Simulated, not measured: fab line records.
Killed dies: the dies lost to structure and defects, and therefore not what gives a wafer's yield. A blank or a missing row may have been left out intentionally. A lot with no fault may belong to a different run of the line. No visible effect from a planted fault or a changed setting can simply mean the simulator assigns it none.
Split-lot study :: flow n5Finfet :: on a route of 1938 steps: 7 lots, 39 wafers read

## SPLIT DETAILS
At N5_DUMMY_GATE_ETCH_37 (etches SOC in N2/H2, target depth 60 nm, overetch 30 nm), the setting sourceW was moved away from the recipe's 840 W on 15 of the 39 wafers read, by -17.5% to +18.4%. All remaining wafers had this setting at the recipe value.

Reading taken at the split's own step.

## THE READING
rfVppV, in V, at N5_DUMMY_GATE_ETCH_37 (etches SOC in N2/H2, target depth 60 nm, overetch 30 nm). On this fab line, fault-free wafers typically give 523.7 V with a standard deviation of 2.7 V.

wafer: L075.1
tool, chamber at the split: rieDiel-01, 0
sourceW as run, W: 721.6
against the recipe: -14.1%
rfVppV, V: 552.2
against lot-mates on the recipe: +30.6

wafer: L075.2
tool, chamber at the split: rieDiel-01, 1
sourceW as run, W: 840
against the recipe: recipe
rfVppV, V: 520.1
against lot-mates on the recipe: -

wafer: L075.3
tool, chamber at the split: rieDiel-01, 2
sourceW as run, W: 840
against the recipe: recipe
rfVppV, V: 523.3
against lot-mates on the recipe: -

wafer: L075.4
tool, chamber at the split: rieDiel-01, 1
sourceW as run, W: 840
against the recipe: recipe
rfVppV, V: 521.3
against lot-mates on the recipe: -

wafer: L075.5
tool, chamber at the split: rieDiel-01, 0
sourceW as run, W: 721.6
against the recipe: -14.1%
rfVppV, V: 552.5
against lot-mates on the recipe: +30.9

wafer: L075.6
tool, chamber at the split: rieDiel-01, 2
sourceW as run, W: 721.6
against the recipe: -14.1%
rfVppV, V: 551.1
against lot-mates on the recipe: +29.5

wafer: L076.1
tool, chamber at the split: rieDiel-03, 3
sourceW as run, W: 840
against the recipe: recipe
rfVppV, V: 524.1
against lot-mates on the recipe: -

wafer: L076.2
tool, chamber at the split: rieDiel-03, 2
sourceW as run, W: 840
against the recipe: recipe
rfVppV, V: 526.6
against lot-mates on the recipe: -

wafer: L076.3
tool, chamber at the split: rieDiel-03, 0
sourceW as run, W: 693.4
against the recipe: -17.5%
rfVppV, V: 561.2
against lot-mates on the recipe: +36.7

wafer: L076.4
tool, chamber at the split: rieDiel-03, 1
sourceW as run, W: 840
against the recipe: recipe
rfVppV, V: 522.7
against lot-mates on the recipe: -

wafer: L076.5
tool, chamber at the split: rieDiel-03, 3
sourceW as run, W: 693.4
against the recipe: -17.5%
rfVppV, V: 558.3
against lot-mates on the recipe: +33.8

wafer: L076.6
tool, chamber at the split: rieDiel-03, 0
sourceW as run, W: 693.4
against the recipe: -17.5%
rfVppV, V: 561.3
against lot-mates on the recipe: +36.8

wafer: L077.1
tool, chamber at the split: rieDiel-01, 3
sourceW as run, W: 840
against the recipe: recipe
rfVppV, V: 526.6
against lot-mates on the recipe: -

wafer: L077.2
tool, chamber at the split: rieDiel-01, 2
sourceW as run, W: 840
against the recipe: recipe
rfVppV, V: 522.4
against lot-mates on the recipe: -

wafer: L077.3
tool, chamber at the split: rieDiel-01, 1
sourceW as run, W: 840
against the recipe: recipe
rfVppV, V: 521.3
against lot-mates on the recipe: -

wafer: L077.4
tool, chamber at the split: rieDiel-01, 2
sourceW as run, W: 840
against the recipe: recipe
rfVppV, V: 523.4
against lot-mates on the recipe: -

wafer: L077.5
tool, chamber at the split: rieDiel-01, 3
sourceW as run, W: 840
against the recipe: recipe
rfVppV, V: 526.1
against lot-mates on the recipe: -

wafer: L077.6
tool, chamber at the split: rieDiel-01, 1
sourceW as run, W: 840
against the recipe: recipe
rfVppV, V: 519.9
against lot-mates on the recipe: -

wafer: L079.1
tool, chamber at the split: rieDiel-02, 0
sourceW as run, W: 840
against the recipe: recipe
rfVppV, V: 522.5
against lot-mates on the recipe: -

wafer: L079.2
tool, chamber at the split: rieDiel-02, 1
sourceW as run, W: 840
against the recipe: recipe
rfVppV, V: 524.8
against lot-mates on the recipe: -

wafer: L079.3
tool, chamber at the split: rieDiel-02, 3
sourceW as run, W: 840
against the recipe: recipe
rfVppV, V: 526.9
against lot-mates on the recipe: -

wafer: L079.4
tool, chamber at the split: rieDiel-02, 2
sourceW as run, W: 929.1
against the recipe: +10.6%
rfVppV, V: 503.6
against lot-mates on the recipe: -21.1

wafer: L079.5
tool, chamber at the split: rieDiel-02, 1
sourceW as run, W: 929.1
against the recipe: +10.6%
rfVppV, V: 507.0
against lot-mates on the recipe: -17.7

wafer: L079.6
tool, chamber at the split: rieDiel-02, 2
sourceW as run, W: 929.1
against the recipe: +10.6%
rfVppV, V: 504.4
against lot-mates on the recipe: -20.3

wafer: L081.1
tool, chamber at the split: rieDiel-01, 2
sourceW as run, W: 840
against the recipe: recipe
rfVppV, V: 523.2
against lot-mates on the recipe: -

wafer: L081.2
tool, chamber at the split: rieDiel-01, 0
sourceW as run, W: 724.4
against the recipe: -13.8%
rfVppV, V: 549.4
against lot-mates on the recipe: +26.5

wafer: L081.3
tool, chamber at the split: rieDiel-01, 3
sourceW as run, W: 840
against the recipe: recipe
rfVppV, V: 525.8
against lot-mates on the recipe: -

wafer: L081.4
tool, chamber at the split: rieDiel-01, 1
sourceW as run, W: 724.4
against the recipe: -13.8%
rfVppV, V: 546.7
against lot-mates on the recipe: +23.8

wafer: L081.5
tool, chamber at the split: rieDiel-01, 2
sourceW as run, W: 724.4
against the recipe: -13.8%
rfVppV, V: 549.2
against lot-mates on the recipe: +26.3

wafer: L081.6
tool, chamber at the split: rieDiel-01, 1
sourceW as run, W: 840
against the recipe: recipe
rfVppV, V: 519.6
against lot-mates on the recipe: -

wafer: L082.1
tool, chamber at the split: rieDiel-03, 0
sourceW as run, W: 840
against the recipe: recipe
rfVppV, V: 526.2
against lot-mates on the recipe: -

wafer: L082.3
tool, chamber at the split: rieDiel-03, 1
sourceW as run, W: 840
against the recipe: recipe
rfVppV, V: 520.3
against lot-mates on the recipe: -

wafer: L082.5
tool, chamber at the split: rieDiel-03, 0
sourceW as run, W: 840
against the recipe: recipe
rfVppV, V: 526.1
against lot-mates on the recipe: -

wafer: L086.1
tool, chamber at the split: rieDiel-02, 3
sourceW as run, W: 994.5
against the recipe: +18.4%
rfVppV, V: 497.5
against lot-mates on the recipe: -24.7

wafer: L086.2
tool, chamber at the split: rieDiel-02, 1
sourceW as run, W: 994.5
against the recipe: +18.4%
rfVppV, V: 495.8
against lot-mates on the recipe: -26.4

wafer: L086.3
tool, chamber at the split: rieDiel-02, 2
sourceW as run, W: 840
against the recipe: recipe
rfVppV, V: 521.0
against lot-mates on the recipe: -

wafer: L086.4
tool, chamber at the split: rieDiel-02, 0
sourceW as run, W: 840
against the recipe: recipe
rfVppV, V: 522.7
against lot-mates on the recipe: -

wafer: L086.5
tool, chamber at the split: rieDiel-02, 1
sourceW as run, W: 840
against the recipe: recipe
rfVppV, V: 522.8
against lot-mates on the recipe: -

wafer: L086.6
tool, chamber at the split: rieDiel-02, 2
sourceW as run, W: 994.5
against the recipe: +18.4%
rfVppV, V: 491.7
against lot-mates on the recipe: -30.5

FIT RESULTS
A straight line over all 39 wafers: rfVppV changes by -1.83 V for each +1% of sourceW; r = -0.99; the points scatter about the line by 2.9 V.
The same after taking each lot's own level away (the mean of its wafers on the recipe; 39 wafers): -1.83 V for each +1%; r = -0.99; scatter 2.9 V.
Per that fit: largest sourceW move, reading shift of 34 V.
The lots' own levels span 521.57 to 524.73 V, that is 1.2 times the standard deviation above.
Consequently the slope shifts little with the lot-to-lot level, the two slopes agreeing.
Check: -33.8 V against its lot-mates is what the line predicts for one of the wafers moved furthest among these (+18.4%) when that wafer is left out of the fit. Against them it came out at -24.7 V.
Tool readings at the split's step, against how far the setting was moved: rfVppV r = -0.99.

## OTHER SPLITS APPLIED TO THESE WAFERS
Before the reading, these wafers also passed through other splits. Each is held against what the fit with the lots' levels taken away leaves over:
other split on the same wafers: N5_PMOS_HMC_CHANNEL_EPI_EPI_20 tempC
wafers away from the commonest value: 12
r with rfVppV (lot level and that fit taken away): -0.01

## THE FILE'S OWN FIT
rfVppV changes by -1.85 V for each +1% of sourceW, r = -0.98.
